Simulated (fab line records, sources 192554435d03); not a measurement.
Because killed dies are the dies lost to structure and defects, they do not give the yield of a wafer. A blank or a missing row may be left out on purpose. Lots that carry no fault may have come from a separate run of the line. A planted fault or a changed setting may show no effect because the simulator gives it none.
Matching of chambers | flow n5_finfet | uv_cure-01 running N5_BEOL_M7_CURE_74: 3 sister chambers
The step cures SiCOH lowk, time 240 s. 3 wafers are shown with their chamber, then 7 later ones without.

== WAFERS WITH THEIR CHAMBER ==
wafer  | chamber | wafer_temp_C_max
L076.5 | 0       | 385.9
L084.6 | 1       | 386.8
L086.4 | 2       | 387.7

== WAFERS WITHOUT THEIR CHAMBER ==
wafer  | wafer_temp_C_max
L086.5 | 388.0
L096.2 | 388.8
L096.5 | 389.0
L096.6 | 388.8
L097.4 | 386.7
L097.5 | 387.1
L097.6 | 386.9

== THE CHAMBER EACH PASSED THROUGH ==
wafer  | from the rows above          | in truth
L086.5 | can't be placed: 2 or 1      | 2
L096.2 | can't be placed: 2 or 1      | 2
L096.5 | can't be placed: 2 or 1      | 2
L096.6 | can't be placed: 2 or 1      | 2
L097.4 | can't be placed: 1 or 0 or 2 | 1
L097.5 | can't be placed: 1 or 2 or 0 | 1
L097.6 | can't be placed: 1 or 2 or 0 | 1
Correct placement for 0 of the 7. Not placeable from these rows: 7 (in 7, the candidates include the true chamber). Number placed wrongly: 0.
How it was worked out, from the rows above alone: a wafer's distance from a chamber is the root of the sum, over the readings, of the square of ((its reading less the chamber's mean) divided by the reading's scatter). If the next closest chamber is less than 2 further off than the closest, the wafer can't be placed; otherwise it belongs to the closest. For every chamber, the mean is computed from those of its wafers that are shown. The scatter (one wafer shown for each chamber): square how far every hidden wafer sits from the nearest shown wafer, average those squares and take the square root.
